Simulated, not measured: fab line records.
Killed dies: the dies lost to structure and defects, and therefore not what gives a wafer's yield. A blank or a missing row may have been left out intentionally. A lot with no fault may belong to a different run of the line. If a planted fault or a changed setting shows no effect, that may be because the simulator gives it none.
The tool behind it: which one? | flow n5_finfet | 28 wafers from 10 lots sampled at 6 of the route's 1938 steps

== WHAT THE GAUGES SHOWED, per wafer ==
N5_BEOL_M4_RC_MEAS_101. Usual: DIBL_N 36.5 mV/V, standard deviation 1.9; DIBL_P 36.4 mV/V, standard deviation 2.2; IOFF_N 0.17 nA/um, standard deviation 0.034; IOFF_P 0.21 nA/um, standard deviation 0.036; ION_N 678 uA/um, standard deviation 12; ION_P 462 uA/um, standard deviation 7.1; SS_N 71.7 mV/dec, standard deviation 0.61; SS_P 73.4 mV/dec, standard deviation 0.71; VT_N 249 mV, standard deviation 3.5; VT_P -251 mV, standard deviation 3.
lot  | measured     | on        | DIBL_N (mV/V)  | DIBL_P (mV/V)  | IOFF_N (nA/um) | IOFF_P (nA/um) | ION_N (uA/um) | ION_P (uA/um) | SS_N (mV/dec)  | SS_P (mV/dec)  | VT_N (mV)   | VT_P (mV)      | flag
L350 | day 8 17:21  | prober-02 | 37.6 40.3 36.1 | 37.9 40.5 35.1 | 0.16 0.23 0.15 | 0.23 0.27 0.18 | 671 691 666   | 455 471 453   | 71.6 71.8 70.9 | 73.9 75.4 73.0 | 248 243 251 | -250 -247 -253 |
L353 | day 9 01:02  | prober-01 | 34.2 34.4      | 34.7 34.6      | 0.15 0.15      | 0.20 0.20      | 675 676       | 464 471       | 70.5 70.9      | 72.9 73.6      | 249 250     | -249 -248      |
L355 | day 9 21:43  | prober-01 | 38.0 38.1 36.9 | 36.3 36.2 36.1 | 0.18 0.17 0.16 | 0.21 0.19 0.21 | 679 669 676   | 458 453 461   | 71.9 72.0 71.0 | 73.6 73.5 73.4 | 250 252 248 | -251 -255 -249 |
L357 | day 10 21:35 | prober-01 | 36.3 36.0 35.0 | 34.0 33.9 32.9 | 0.13 0.13 0.12 | 0.17 0.16 0.16 | 664 671 658   | 456 453 458   | 70.8 70.9 71.3 | 72.6 73.0 72.2 | 253 252 256 | -258 -255 -256 |
L359 | day 11 14:27 | prober-02 | 34.8 35.9 38.4 | 36.8 37.5 41.5 | 0.14 0.16 0.22 | 0.22 0.22 0.30 | 680 672 706   | 472 464 483   | 71.0 72.0 72.2 | 72.4 72.7 73.6 | 249 249 243 | -247 -249 -243 |
L362 | day 13 01:29 | prober-01 | 37.5 38.6 37.2 | 36.2 39.0 37.2 | 0.16 0.19 0.16 | 0.18 0.22 0.19 | 668 682 672   | 446 451 452   | 72.7 71.7 72.5 | 73.4 73.4 73.2 | 253 247 254 | -259 -252 -253 |
L365 | day 13 10:46 | prober-02 | 36.8 39.3 36.1 | 35.1 38.0 33.2 | 0.16 0.19 0.14 | 0.19 0.25 0.16 | 683 680 671   | 464 468 451   | 71.6 72.0 71.9 | 73.5 74.0 73.2 | 249 248 252 | -251 -248 -255 |
L366 | day 13 11:59 | prober-01 | 36.4 36.3      | 37.1 36.7      | 0.16 0.17      | 0.21 0.21      | 674 700       | 459 474       | 71.1 71.9      | 73.2 73.1      | 250 247     | -251 -251      |
L371 | day 14 21:52 | prober-01 | 33.3 37.5 36.8 | 33.5 38.2 36.7 | 0.13 0.19 0.18 | 0.15 0.21 0.20 | 663 677 680   | 460 459 460   | 71.1 72.0 71.3 | 72.2 73.9 73.4 | 250 248 244 | -253 -250 -252 |
L372 | day 15 11:43 | prober-01 | 36.4 34.1 34.1 | 35.3 32.6 32.6 | 0.16 0.13 0.13 | 0.21 0.17 0.18 | 669 673 676   | 459 464 466   | 71.8 71.4 71.1 | 73.7 72.4 73.0 | 250 253 251 | -250 -253 -252 |

== WHICH TOOL RAN EACH LOT (tool, then ch and the chambers of the sampled wafers, then the start) ==
lot  | N5_BEOL_M4_PECVD_72             | N5_BEOL_M4_SPUTTER_86        | N5_BEOL_M4_ANNEAL_51             | N5_BEOL_M4_CMP_52             | N5_BEOL_M4_PRE_CLEAN_60
L350 | pecvd-02 ch 1,2, day 8 06:25    | pvd_sputter-01, day 8 15:08  | rtp_anneal-02 ch 0, day 8 16:26  | cmp-04 ch 1,2, day 8 16:46    | cvd_co-01 ch 0,1,2, day 8 17:04
L353 | pecvd-02 ch 1, day 8 11:41      | pvd_sputter-03, day 8 21:50  | rtp_anneal-02 ch 0, day 8 23:53  | cmp-03 ch 0,1, day 9 00:13    | cvd_co-02 ch 0, day 9 00:27
L355 | pecvd-02 ch 0,1, day 8 22:40    | pvd_sputter-03, day 9 17:01  | rtp_anneal-01 ch 0, day 9 20:35  | cmp-03 ch 1,2, day 9 20:55    | cvd_co-01 ch 1,2, day 9 21:15
L357 | pecvd-02 ch 0,2, day 9 09:50    | pvd_sputter-01, day 10 19:14 | rtp_anneal-01 ch 0, day 10 20:35 | cmp-02 ch 2,3, day 10 20:52   | cvd_co-01 ch 0,1,2, day 10 21:10
L359 | pecvd-04 ch 0,1, day 11 04:10   | pvd_sputter-03, day 11 12:14 | rtp_anneal-02 ch 0, day 11 13:32 | cmp-02 ch 0,3, day 11 13:52   | cvd_co-01 ch 0,1,2, day 11 14:10
L362 | pecvd-02 ch 0,2, day 12 08:12   | pvd_sputter-01, day 12 23:17 | rtp_anneal-01 ch 0, day 13 00:35 | cmp-04 ch 0,1,3, day 13 00:58 | cvd_co-01 ch 0,1,2, day 13 01:13
L365 | pecvd-01 ch 0,1,2, day 12 11:07 | pvd_sputter-03, day 13 08:06 | rtp_anneal-01 ch 0, day 13 09:32 | cmp-02 ch 1,2, day 13 09:44   | cvd_co-01 ch 0,1,2, day 13 10:02
L366 | pecvd-02 ch 0,1, day 12 12:47   | pvd_sputter-02, day 13 09:37 | rtp_anneal-02 ch 0, day 13 10:58 | cmp-04 ch 0,2, day 13 11:13   | cvd_co-01 ch 0,2, day 13 11:34
L371 | pecvd-02 ch 0,2, day 14 08:20   | pvd_sputter-01, day 14 19:34 | rtp_anneal-02 ch 0, day 14 20:54 | cmp-04 ch 2,3, day 14 21:12   | cvd_co-01 ch 0,2, day 14 21:32
L372 | pecvd-02 ch 0,1, day 14 19:35   | pvd_sputter-03, day 15 09:30 | rtp_anneal-01 ch 0, day 15 10:47 | cmp-03 ch 0,2, day 15 11:08   | cvd_co-02 ch 1,2, day 15 11:26
- N5_BEOL_M4_PECVD_72: deposits SiO2 from TEOS/O2, target thk 16 nm, time 18 s.
- N5_BEOL_M4_SPUTTER_86: material Cu, target thk 4.5 nm, time 8.29 s.
- N5_BEOL_M4_ANNEAL_51: time 90 s.
- N5_BEOL_M4_CMP_52: polishes, stops on SiOC, t overpolish 6.8 s, target thk 40 nm.
- N5_BEOL_M4_PRE_CLEAN_60: time 15 s.

== WHAT THE TOOLS THEMSELVES READ (means of the sampled wafers that have a number; where no wafer has one, the mark that the record gives instead) ==
N5_BEOL_M4_PECVD_72. Usual: heater_power_w 695 W, standard deviation 99; showerhead_plenum_p_Torr 8.80 Torr, standard deviation 0.063; throttle_valve_pct 22.0 %, standard deviation 0.85.
lot  | tool     | heater_power_w (W) | showerhead_plenum_p_Torr (Torr) | throttle_valve_pct (%) | flag
L350 | pecvd-02 | 794                | 8.82                            | 21.5                   |
L353 | pecvd-02 | 600                | 8.80                            | 21.8                   |
L355 | pecvd-02 | 674                | 8.78                            | 22.1                   |
L357 | pecvd-02 | 854                | 8.80                            | 21.7                   |
L359 | pecvd-04 | 543                | 8.85                            | 23.3                   |
L362 | pecvd-02 | 775                | 8.77                            | 22.1                   |
L365 | pecvd-01 | 697                | 8.77                            | 21.8                   |
L366 | pecvd-02 | 754                | 8.77                            | 21.9                   |
L371 | pecvd-02 | 790                | 8.79                            | 22.2                   |
L372 | pecvd-02 | 710                | 8.78                            | 22.1                   |

N5_BEOL_M4_SPUTTER_86. Usual: throttle_valve_pct reads 30.3 % (standard deviation 1.2).
lot  | tool           | throttle_valve_pct (%) | flag
L350 | pvd_sputter-01 | 32.1                   |
L353 | pvd_sputter-03 | 29.6                   |
L355 | pvd_sputter-03 | 29.8                   |
L357 | pvd_sputter-01 | 30.6                   |
L359 | pvd_sputter-03 | 30.3                   |
L362 | pvd_sputter-01 | 31.7                   |
L365 | pvd_sputter-03 | 30.1                   |
L366 | pvd_sputter-02 | 30.6                   |
L371 | pvd_sputter-01 | 31.2                   |
L372 | pvd_sputter-03 | 29.3                   |

N5_BEOL_M4_ANNEAL_51. Usual: wafer_temp_C_max reads 226.10 (standard deviation 0.25).
lot  | tool          | wafer_temp_C_max | flag
L350 | rtp_anneal-02 | 226.26           |
L353 | rtp_anneal-02 | 226.45           |
L355 | rtp_anneal-01 | 226.06           |
L357 | rtp_anneal-01 | 225.69           |
L359 | rtp_anneal-02 | 226.31           |
L362 | rtp_anneal-01 | 225.99           |
L365 | rtp_anneal-01 | 226.24           |
L366 | rtp_anneal-02 | 226.03           |
L371 | rtp_anneal-02 | 226.30           |
L372 | rtp_anneal-01 | 225.97           |

N5_BEOL_M4_CMP_52. Usual: barrier_field_endpoint_s 25.0 s, standard deviation 0.68; motor_current_A 5.8 A, standard deviation 0.33.
lot  | tool   | barrier_field_endpoint_s (s) | motor_current_A (A) | flag
L350 | cmp-04 | 25.2                         | 5.4                 |
L353 | cmp-03 | 25.2                         | 5.7                 |
L355 | cmp-03 | 32.1                         | 6.2                 | OFF
L357 | cmp-02 | 27.7                         | 5.8                 | OFF
L359 | cmp-02 | 24.9                         | 5.8                 |
L362 | cmp-04 | 24.5                         | 5.9                 |
L365 | cmp-02 | 23.9                         | 5.8                 |
L366 | cmp-04 | 25.1                         | 5.5                 |
L371 | cmp-04 | 25.3                         | 5.6                 |
L372 | cmp-03 | 24.7                         | 6.0                 |

N5_BEOL_M4_PRE_CLEAN_60. Usual: heater_power_w reads 87 W (standard deviation 23).
lot  | tool      | heater_power_w (W) | flag
L350 | cvd_co-01 | 90                 |
L353 | cvd_co-02 | 42                 |
L355 | cvd_co-01 | 103                |
L357 | cvd_co-01 | 91                 |
L359 | cvd_co-01 | 90                 |
L362 | cvd_co-01 | 92                 |
L365 | cvd_co-01 | 92                 |
L366 | cvd_co-01 | 98                 |
L371 | cvd_co-01 | 105                |
L372 | cvd_co-02 | 92                 |

== THE ANSWER, worked out from the rows above alone ==
Rule: a lot counts as off when the mean over its wafers that have a number is more than 3 standard deviations away from the usual mean. A lot without any number at a reading at which 4 lots or more have one is off too. Any other lot the step has rows for is counted as sound. The gauges are gone through in route order, then the tools' own readings, and for those a lot's mean is taken as printed above. The first step at which some lot is off is used, and at that step the reading that is off furthest; a lot without a number counts as furthest.
Off: L355, L357, at N5_BEOL_M4_CMP_52 (barrier_field_endpoint_s).
A tool fits if, at that step or a process step before it, it ran every lot that is off, and no sound lot after the first of them. None of those tried fits.

== WHAT WAS PUT IN BY THE SIMULATOR ==
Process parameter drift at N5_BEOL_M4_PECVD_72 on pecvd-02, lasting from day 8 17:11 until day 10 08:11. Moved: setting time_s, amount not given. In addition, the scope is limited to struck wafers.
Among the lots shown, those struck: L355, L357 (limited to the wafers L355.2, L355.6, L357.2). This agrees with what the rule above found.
